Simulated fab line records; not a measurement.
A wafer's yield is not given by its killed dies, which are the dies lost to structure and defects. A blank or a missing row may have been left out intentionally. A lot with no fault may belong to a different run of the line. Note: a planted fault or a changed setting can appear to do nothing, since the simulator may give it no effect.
Matching of chambers || flow nand-harc || ald-hk-02 running NHARC_A_CHANNEL_FILL_D1_ALD_14: 4 sister chambers
The step deposits SiO2, target thk 2.5 nm, pulse time 10 s, ald cycles 25. 16 wafers are shown with their chamber, then 8 later ones without.

EACH WAFER AND ITS CHAMBER
{"wafer": "L460.2", "chamber": 2, "heater-power-w (W)": 470, "precursor-pulse-height-rel": 0.988, "susceptor-temp-C (C)": 300.19}
{"wafer": "L460.5", "chamber": 3, "heater-power-w (W)": 512, "precursor-pulse-height-rel": 0.992, "susceptor-temp-C (C)": 299.61}
{"wafer": "L460.6", "chamber": 0, "heater-power-w (W)": 527, "precursor-pulse-height-rel": 0.990, "susceptor-temp-C (C)": 300.18}
{"wafer": "L461.3", "chamber": 2, "heater-power-w (W)": 491, "precursor-pulse-height-rel": 0.979, "susceptor-temp-C (C)": 300.33}
{"wafer": "L461.4", "chamber": 1, "heater-power-w (W)": 503, "precursor-pulse-height-rel": 1.000, "susceptor-temp-C (C)": 299.99}
{"wafer": "L461.6", "chamber": 1, "heater-power-w (W)": 475, "precursor-pulse-height-rel": 1.014, "susceptor-temp-C (C)": 299.96}
{"wafer": "L467.1", "chamber": 3, "heater-power-w (W)": 502, "precursor-pulse-height-rel": 0.999, "susceptor-temp-C (C)": 299.65}
{"wafer": "L467.4", "chamber": 1, "heater-power-w (W)": 482, "precursor-pulse-height-rel": 0.970, "susceptor-temp-C (C)": 299.98}
{"wafer": "L467.5", "chamber": 2, "heater-power-w (W)": 464, "precursor-pulse-height-rel": 0.995, "susceptor-temp-C (C)": 299.70}
{"wafer": "L468.1", "chamber": 3, "heater-power-w (W)": 511, "precursor-pulse-height-rel": 0.977, "susceptor-temp-C (C)": 300.03}
{"wafer": "L468.2", "chamber": 0, "heater-power-w (W)": 513, "precursor-pulse-height-rel": 0.988, "susceptor-temp-C (C)": 300.29}
{"wafer": "L468.6", "chamber": 0, "heater-power-w (W)": 519, "precursor-pulse-height-rel": 1.021, "susceptor-temp-C (C)": 299.70}
{"wafer": "L469.2", "chamber": 0, "heater-power-w (W)": 535, "precursor-pulse-height-rel": 1.000, "susceptor-temp-C (C)": 300.08}
{"wafer": "L469.5", "chamber": 3, "heater-power-w (W)": 522, "precursor-pulse-height-rel": 0.982, "susceptor-temp-C (C)": 300.12}
{"wafer": "L469.6", "chamber": 2, "heater-power-w (W)": 475, "precursor-pulse-height-rel": 1.012, "susceptor-temp-C (C)": 299.73}
{"wafer": "L471.3", "chamber": 0, "heater-power-w (W)": 534, "precursor-pulse-height-rel": 1.004, "susceptor-temp-C (C)": 299.85}

SIGNATURES (averages over the wafers above)
{"reading": "heater-power-w", "chamber 0": 525.60, "chamber 1": 486.67, "chamber 2": 475.00, "chamber 3": 511.75, "scatter within a chamber": 10.8}
{"reading": "precursor-pulse-height-rel", "chamber 0": 1.00060, "chamber 1": 0.99467, "chamber 2": 0.99350, "chamber 3": 0.98750, "scatter within a chamber": 0.0147}
{"reading": "susceptor-temp-C", "chamber 0": 300.0200, "chamber 1": 299.9767, "chamber 2": 299.9875, "chamber 3": 299.8525, "scatter within a chamber": 0.249}
Rule: distance of a wafer from a chamber = root of the sum over the readings of ((wafer's reading minus chamber's mean) / reading's scatter) squared. If the next closest chamber is less than 2 further off than the closest, the wafer can't be placed; otherwise it belongs to the closest. The scatter: the root of (the sum of the squares of (reading less its chamber's mean) over the shown wafers, divided by (wafers less chambers)).

WAFERS MISSING THEIR CHAMBER
{"wafer": "L471.5", "heater-power-w (W)": 518, "precursor-pulse-height-rel": 0.960, "susceptor-temp-C (C)": 299.61}
{"wafer": "L471.6", "heater-power-w (W)": 495, "precursor-pulse-height-rel": 1.016, "susceptor-temp-C (C)": 299.82}
{"wafer": "L470.2", "heater-power-w (W)": 511, "precursor-pulse-height-rel": 0.993, "susceptor-temp-C (C)": 299.95}
{"wafer": "L470.4", "heater-power-w (W)": 512, "precursor-pulse-height-rel": 0.995, "susceptor-temp-C (C)": 299.97}
{"wafer": "L470.6", "heater-power-w (W)": 510, "precursor-pulse-height-rel": 0.986, "susceptor-temp-C (C)": 299.78}
{"wafer": "L479.3", "heater-power-w (W)": 514, "precursor-pulse-height-rel": 0.975, "susceptor-temp-C (C)": 299.87}
{"wafer": "L479.5", "heater-power-w (W)": 495, "precursor-pulse-height-rel": 1.000, "susceptor-temp-C (C)": 299.98}
{"wafer": "L479.6", "heater-power-w (W)": 494, "precursor-pulse-height-rel": 0.978, "susceptor-temp-C (C)": 299.83}

WHICH CHAMBER EACH WENT THROUGH
{"wafer": "L471.5", "from the rows above": "can't be placed: 3 or 0 or 1", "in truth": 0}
{"wafer": "L471.6", "from the rows above": "can't be placed: 1 or 3 or 2 or 0", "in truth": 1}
{"wafer": "L470.2", "from the rows above": "can't be placed: 3 or 0 or 1", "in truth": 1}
{"wafer": "L470.4", "from the rows above": "can't be placed: 3 or 0 or 1", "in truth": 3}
{"wafer": "L470.6", "from the rows above": "can't be placed: 3 or 0", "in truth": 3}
{"wafer": "L479.3", "from the rows above": "can't be placed: 3 or 0", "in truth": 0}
{"wafer": "L479.5", "from the rows above": "can't be placed: 1 or 3 or 2 or 0", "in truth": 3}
{"wafer": "L479.6", "from the rows above": "can't be placed: 1 or 3 or 2 or 0", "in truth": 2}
0 of 8 placed correctly. Can't be placed from these rows: 8 (the true chamber is among the candidates in 8). Placed wrongly: 0.
